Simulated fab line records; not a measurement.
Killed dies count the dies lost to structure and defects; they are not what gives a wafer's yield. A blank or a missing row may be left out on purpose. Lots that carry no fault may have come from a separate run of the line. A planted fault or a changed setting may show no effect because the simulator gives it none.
Split-lot study	flow n5Finfet	21 wafers read across 7 lots, on a route 1938 steps long

ABOUT THE SPLIT
At N5_BEOL_M15_PEB_26 (peb time 90 s), the setting pebTempC was moved away from the recipe's 130 C on 5 of the 21 wafers read, by -2.7% to +1.6%. This setting was run at the recipe's value on the other wafers.

FROM THE SPLIT TO THE READING: what the file shows between them, 2 steps
- N5_BEOL_M15_DEVELOP_27: develop time 45 s
- N5_BEOL_M15_HARDBAKE_32: time 120 s

THE READING
cdNm (nm) at N5_BEOL_M15_CD_MEAS_28, where the cd target is 407.6 nm. Typical for fault-free wafers on this fab line: 407.5 nm, with standard deviation 2.1 nm.

wafer	tool, chamber at the split	pebTempC as run, C	against the recipe	cdNm, nm	against lot-mates on the recipe
L076.1	lithoTrack-02, 0	126.8	-2.5%	393.9	-18.7
L076.2	lithoTrack-02, 0	126.8	-2.5%	393.5	-19.1
L076.5	lithoTrack-02, 0	130	recipe	412.6	-
L074.2	lithoTrack-04, 0	130	recipe	407.7	-
L074.3	lithoTrack-04, 0	130	recipe	409.7	-
L074.6	lithoTrack-04, 0	132.1	+1.6%	415.7	+7.0
L084.1	lithoTrack-01, 0	130	recipe	405.7	-
L084.3	lithoTrack-01, 0	130	recipe	408.4	-
L084.6	lithoTrack-01, 0	130	recipe	407.7	-
L083.2	lithoTrack-01, 0	130	recipe	407.2	-
L083.3	lithoTrack-01, 0	130	recipe	408.7	-
L083.5	lithoTrack-01, 0	130	recipe	406.1	-
L092.1	lithoTrack-04, 0	130	recipe	408.6	-
L092.4	lithoTrack-04, 0	130	recipe	406.7	-
L092.6	lithoTrack-04, 0	130	recipe	404.5	-
L094.1	lithoTrack-02, 0	130	recipe	408.5	-
L094.3	lithoTrack-02, 0	130	recipe	406.0	-
L094.5	lithoTrack-02, 0	129	-0.8%	401.9	-5.4
L095.1	lithoTrack-01, 0	130	recipe	406.2	-
L095.2	lithoTrack-01, 0	130	recipe	407.7	-
L095.4	lithoTrack-01, 0	126.5	-2.7%	388.7	-18.2

THE FIT
A straight line over all 21 wafers: cdNm changes by +6.02 nm for each +1% of pebTempC; r = +0.96; the points scatter about the line by 1.9 nm.
The same after taking each lot's own level away (the mean of its wafers on the recipe; 21 wafers): +6.87 nm for each +1%; r = +0.98; scatter 1.5 nm.
Per that fit: largest pebTempC move, reading shift of 18 nm.
The lots' own levels span 406.60 to 412.60 nm, that is 2.9 times the standard deviation above.
So the slope is not independent of the lot-to-lot level: the two fits are not the same.
Check: with one of the wafers moved furthest among these (-2.7%) left out of the fit, the line predicts -19.2 nm for it against its lot-mates. Against them it came out at -18.2 nm.

ADDITIONAL SPLITS CARRIED BY THESE WAFERS
These wafers also went through other splits before the reading. Each is held against what the fit with the lots' levels taken away leaves over:
other split on the same wafers	wafers away from the commonest value	r with cdNm (lot level and that fit taken away)
N5_BEOL_M11_EXPOSE_08 doseMj	7	-0.18
N5_BEOL_M11_EXPOSE_25 doseMj	2	+0.04
N5_BEOL_M12_SPUTTER_44 timeS	4	-0.15
N5_BEOL_M13_CMP_49 downForcePsi	7	-0.25
N5_BEOL_M14_EXPOSE_07 doseMj	6	-0.19
N5_BEOL_M14_SPUTTER_44 timeS	5	+0.01

THE WHOLE CHAIN: every reading that the file lists as answering this split, in the file's order
step	what it does	reading	change (the file's fit)	r (the file's)
N5_BEOL_M15_CD_MEAS_28	target cd 407.6 nm	cdNm	+6.73 nm for each +1% of the setting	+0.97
N5_BEOL_M15_DESCUM_33	chemistry O2, time 7.9 s	BEOL_M15.cdNm (the simulator's own value, which no gauge read)	+6.74 nm for each +1% of the setting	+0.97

FILE'S OWN FIT
cdNm changes by +6.73 nm for each +1% of pebTempC, r = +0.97.
